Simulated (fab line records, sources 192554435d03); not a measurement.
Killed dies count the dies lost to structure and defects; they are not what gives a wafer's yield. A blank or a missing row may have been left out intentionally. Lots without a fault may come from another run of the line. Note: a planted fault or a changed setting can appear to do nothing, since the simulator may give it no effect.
Split-lot study + flow n5Finfet + on a route of 1938 steps: 7 lots, 21 wafers read

ABOUT THE SPLIT
At N5_BEOL_M3_HM_DEP_02 (deposits TiN, target thk 20 nm), the setting targetThkA was moved away from the recipe's 200 angstrom on 6 of the 21 wafers read, by -13.0% to +11.2%. All remaining wafers had this setting at the recipe value.

FROM THE SPLIT TO THE READING: what the file shows between them, 12 steps
- N5_BEOL_M3_COAT_05: resist thk 30 nm (also split here: spinRpm)
- N5_BEOL_M3_EBR_07
- N5_BEOL_M3_SOFTBAKE_06: time 60 s
- N5_BEOL_M3_EXPOSE_08: exposes mask M3
- N5_BEOL_M3_PEB_09: peb time 60 s
- N5_BEOL_M3_DEVELOP_10: develop time 30 s
- N5_BEOL_M3_STRIP_75: strips in N2/H2
- N5_BEOL_M3_STRIP_66: strips in CF4
- N5_BEOL_M3_HM_OPEN_17: chemistry Cl2/BCl3, target TiN, target depth 20 nm, overetch 6 nm
- N5_BEOL_M3_STRIP_19: strips in O2
- N5_BEOL_M3_STRIP_83: strips in C4F6/O2
- N5_BEOL_M3_STRIP_36: strips in N2/H2

THE READING
TiN_of_BEOL_M3_HM_DEP_02.thkNm (the simulator's own value, which no gauge read), in nm, at N5_BEOL_M3_TRENCH_ETCH_37 (etches SiOC in C4F6/O2, target depth 55.555 nm, time 29.2 s). The file gives no usual value for it. Here, 15 wafers ran the recipe; their average is 17.6 nm with a standard deviation of 0.32 nm.

| wafer  | tool, chamber at the split | targetThkA as run, angstrom | against the recipe | TiN_of_BEOL_M3_HM_DEP_02.thkNm, nm | against lot-mates on the recipe |
|--------|----------------------------|-----------------------------|--------------------|------------------------------------|---------------------------------|
| L075.2 | pvdSputter-03, -           | 200                         | recipe             | 18                                 | -                               |
| L075.4 | pvdSputter-03, -           | 200                         | recipe             | 17.8                               | -                               |
| L075.5 | pvdSputter-03, -           | 222.4                       | +11.2%             | 20.2                               | +2.3                            |
| L077.1 | pvdSputter-01, -           | 211.9                       | +6.0%              | 18.6                               | +0.8                            |
| L077.3 | pvdSputter-01, -           | 200                         | recipe             | 17.8                               | -                               |
| L077.5 | pvdSputter-01, -           | 211.9                       | +6.0%              | 18.8                               | +1.0                            |
| L080.2 | pvdSputter-03, -           | 174.1                       | -13.0%             | 14.6                               | -2.8                            |
| L080.5 | pvdSputter-03, -           | 200                         | recipe             | 17.2                               | -                               |
| L080.6 | pvdSputter-03, -           | 200                         | recipe             | 17.6                               | -                               |
| L085.2 | pvdSputter-01, -           | 200                         | recipe             | 16.8                               | -                               |
| L085.3 | pvdSputter-01, -           | 200                         | recipe             | 17.4                               | -                               |
| L085.4 | pvdSputter-01, -           | 200                         | recipe             | 17.2                               | -                               |
| L095.3 | pvdSputter-02, -           | 200                         | recipe             | 17.6                               | -                               |
| L095.4 | pvdSputter-02, -           | 200                         | recipe             | 17.2                               | -                               |
| L095.6 | pvdSputter-02, -           | 200                         | recipe             | 17.8                               | -                               |
| L096.1 | pvdSputter-02, -           | 200                         | recipe             | 17.8                               | -                               |
| L096.3 | pvdSputter-02, -           | 200                         | recipe             | 17.6                               | -                               |
| L096.4 | pvdSputter-02, -           | 208.3                       | +4.2%              | 18.6                               | +0.9                            |
| L097.3 | pvdSputter-03, -           | 184.7                       | -7.7%              | 15.8                               | -2.0                            |
| L097.4 | pvdSputter-03, -           | 200                         | recipe             | 17.8                               | -                               |
| L097.5 | pvdSputter-03, -           | 200                         | recipe             | 17.8                               | -                               |

THE FIT
A straight line over all 21 wafers: TiN_of_BEOL_M3_HM_DEP_02.thkNm changes by +0.226 nm for each +1% of targetThkA; r = +0.96; the points scatter about the line by 0.3 nm.
The same after taking each lot's own level away (the mean of its wafers on the recipe; 21 wafers): +0.21 nm for each +1%; r = +0.98; scatter 0.21 nm.
On that fit, the largest move of targetThkA shifts the reading by 2.7 nm.
The span of the lots' own levels, 17.13 to 17.90 nm, comes to 2.4 times the standard deviation stated above.
Consequently the slope shifts little with the lot-to-lot level, the two slopes agreeing.
Check: with one of the wafers moved furthest among these (-13.0%) left out of the fit, the line predicts -2.75 nm for it against its lot-mates. Against them it came out at -2.8 nm.

ADDITIONAL SPLITS CARRIED BY THESE WAFERS
Other splits were also applied to these wafers ahead of the reading. Each is held against what the fit with the lots' levels taken away leaves over:
| other split on the same wafers | wafers away from the commonest value | r with TiN_of_BEOL_M3_HM_DEP_02.thkNm (lot level and that fit taken away) |
|--------------------------------|--------------------------------------|---------------------------------------------------------------------------|
| N5_BEOL_M2_DESCUM_33 timeS     | 4                                    | +0.19                                                                     |
| N5_BEOL_M2_VIA_ETCH_34 timeS   | 6                                    | -0.18                                                                     |
| N5_BEOL_M3_COAT_05 spinRpm     | 6                                    | -0.09                                                                     |

THE WHOLE CHAIN: every reading that the file lists as answering this split, in the file's order
| step                      | what it does                                                      | reading                                                                         | change (the file's fit)               | r (the file's) |
|---------------------------|-------------------------------------------------------------------|---------------------------------------------------------------------------------|---------------------------------------|----------------|
| N5_BEOL_M3_HM_DEP_02      | deposits TiN, target thk 20 nm                                    | TiN_of_BEOL_M3_HM_DEP_02.thkNm (the simulator's own value, which no gauge read) | +0.22 nm for each +1% of the setting  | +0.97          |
| N5_BEOL_M3_HM_OPEN_17     | chemistry Cl2/BCl3, target TiN, target depth 20 nm, overetch 6 nm | etch.depthNm (the simulator's own value, which no gauge read)                   | +0.216 nm for each +1% of the setting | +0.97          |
| N5_BEOL_M3_TRENCH_ETCH_37 | etches SiOC in C4F6/O2, target depth 55.555 nm, time 29.2 s       | TiN_of_BEOL_M3_HM_DEP_02.thkNm (the simulator's own value, which no gauge read) | +0.214 nm for each +1% of the setting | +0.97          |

THE FILE'S OWN FIT
TiN_of_BEOL_M3_HM_DEP_02.thkNm changes by +0.214 nm for each +1% of targetThkA, r = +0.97.
